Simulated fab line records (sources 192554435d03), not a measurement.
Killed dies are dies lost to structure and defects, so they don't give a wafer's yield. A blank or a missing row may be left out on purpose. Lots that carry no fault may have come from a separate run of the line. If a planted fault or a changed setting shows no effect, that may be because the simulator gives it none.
Split-lot study    flow n5-finfet    21 wafers read across 7 lots, on a route 1938 steps long

== SPLIT DETAILS ==
At N5_PMOS_HMC_CHANNEL_EPI_PEB_07 (peb time 60 s), the setting peb-temp-c was moved away from the recipe's 110 C on 9 of the 21 wafers read, by -2.8% to +1.7%. This setting was run at the recipe's value on the other wafers.

== BETWEEN THE SPLIT AND THE READING: the file shows 1 step in between ==
- N5_PMOS_HMC_CHANNEL_EPI_DEVELOP_08: develop time 30 s

== THE READING ==
cd-nm (nm) at N5_PMOS_HMC_CHANNEL_EPI_CD_MEAS_09, where the cd target is 237.4 nm. Fault-free wafers of this fab line usually give 237.6 nm, standard deviation 1.1 nm.

wafer   tool, chamber at the split  peb-temp-c as run, C  against the recipe  cd-nm, nm  against lot-mates on the recipe
L084.3  litho-track-02, 0           110                   recipe              237.8      -
L084.4  litho-track-02, 0           110                   recipe              236.7      -
L084.5  litho-track-02, 0           106.9                 -2.8%               227.7      -9.6
L087.1  litho-track-01, 0           111.4                 +1.3%               241.3      +4.9
L087.5  litho-track-01, 0           111.4                 +1.3%               241.6      +5.2
L087.6  litho-track-01, 0           110                   recipe              236.4      -
L088.1  litho-track-02, 0           110                   recipe              237.2      -
L088.4  litho-track-02, 0           110                   recipe              238.2      -
L088.5  litho-track-02, 0           110                   recipe              237.3      -
L090.1  litho-track-02, 0           107.4                 -2.4%               228.6      -10.2
L090.2  litho-track-02, 0           107.4                 -2.4%               230.3      -8.5
L090.5  litho-track-02, 0           110                   recipe              238.8      -
L093.2  litho-track-02, 0           111.9                 +1.7%               243.4      +6.5
L093.4  litho-track-02, 0           110                   recipe              236.9      -
L093.5  litho-track-02, 0           111.9                 +1.7%               242.7      +5.8
L095.1  litho-track-05, 0           107.6                 -2.2%               229.4      -6.6
L095.2  litho-track-05, 0           110                   recipe              236.0      -
L095.5  litho-track-05, 0           107.6                 -2.2%               228.2      -7.8
L096.3  litho-track-02, 0           110                   recipe              238.8      -
L096.5  litho-track-02, 0           110                   recipe              238.9      -
L096.6  litho-track-02, 0           110                   recipe              239.9      -

THE FIT
A straight line over all 21 wafers: cd-nm changes by +3.51 nm for each +1% of peb-temp-c; r = +0.98; the points scatter about the line by 1.1 nm.
The same after taking each lot's own level away (the mean of its wafers on the recipe; 21 wafers): +3.62 nm for each +1%; r = +0.99; scatter 0.62 nm.
The reading moves by 10 nm for the largest change in peb-temp-c, on that fit.
Measured against the standard deviation above, the lots' own levels, which go from 236.00 to 239.20 nm, span 2.9 times it.
The two slopes agree, so the slope changes little with the lot-to-lot level.
Check: with one of the wafers moved furthest among these (-2.8%) left out of the fit, the line predicts -10.3 nm for it against its lot-mates. Against them it came out at -9.55 nm.

== FURTHER SPLITS ON THESE WAFERS ==
Before the reading, these wafers also passed through other splits. Each is held against what the fit with the lots' levels taken away leaves over:
other split on the same wafers            wafers away from the commonest value  r with cd-nm (lot level and that fit taken away)
N5_ZERO_LAYER_ETCH_18 icp-w               5                                     +0.12
N5_WELL_APT_COAT_02 spin-rpm              10                                    +0.08
N5_PMOS_HMC_CHANNEL_EPI_HM_DEP_34 time-s  9                                     -0.01

== THE WHOLE CHAIN: every reading that the file lists as answering this split, in the file's order ==
step                                what it does              reading                                                                      change (the file's fit)               r (the file's)
N5_PMOS_HMC_CHANNEL_EPI_CD_MEAS_09  target cd 237.4 nm        cd-nm                                                                        +3.58 nm for each +1% of the setting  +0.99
N5_PMOS_HMC_CHANNEL_EPI_DESCUM_14   chemistry O2, time 7.9 s  PMOS_HMC_CHANNEL_EPI.cd-nm (the simulator's own value, which no gauge read)  +3.62 nm for each +1% of the setting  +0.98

== FILE'S OWN FIT ==
cd-nm changes by +3.58 nm for each +1% of peb-temp-c, r = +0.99.
